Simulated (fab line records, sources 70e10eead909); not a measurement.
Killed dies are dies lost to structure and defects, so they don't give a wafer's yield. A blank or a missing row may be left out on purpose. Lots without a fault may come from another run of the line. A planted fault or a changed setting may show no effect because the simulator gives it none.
Chamber matching | flow nand_harc | NHARC_A_CONTACT_ETCH_75 on rie_diel-13: 4 sister chambers
The step etches the open film in CF4, target depth 39 nm, time 65 s. 4 wafers are shown with their chamber, then 8 later ones without.

WAFERS WITH THEIR CHAMBER
wafer  | chamber | showerhead_plenum_p_Torr (Torr)
L567.1 | 2       | 1.66
L567.4 | 1       | 1.81
L571.2 | 3       | 1.72
L575.1 | 0       | 1.76

WAFERS WITHOUT THEIR CHAMBER
wafer  | showerhead_plenum_p_Torr (Torr)
L575.5 | 1.76
L575.6 | 1.72
L576.1 | 1.72
L576.3 | 1.81
L576.5 | 1.81
L577.1 | 1.76
L577.3 | 1.71
L577.6 | 1.66

WHICH CHAMBER EACH WENT THROUGH
wafer  | from the rows above | in truth
L575.5 | 0                   | 0
L575.6 | 3                   | 3
L576.1 | 3                   | 3
L576.3 | 1                   | 1
L576.5 | 1                   | 1
L577.1 | 0                   | 0
L577.3 | 3                   | 3
L577.6 | 2                   | 2
Placed correctly: 8 of 8. Can't be placed from these rows: 0. Placed wrongly: 0.
How it was worked out, from the rows above alone: a wafer's distance from a chamber is the root of the sum, over the readings, of the square of ((its reading less the chamber's mean) divided by the reading's scatter). The wafer belongs to the nearest chamber; if the next one is less than 2 further off, it can't be placed. A chamber's mean is the mean of its shown wafers. The scatter: with one shown wafer a chamber, the root of the mean of the squares of how far each hidden wafer lies from its nearest shown one.
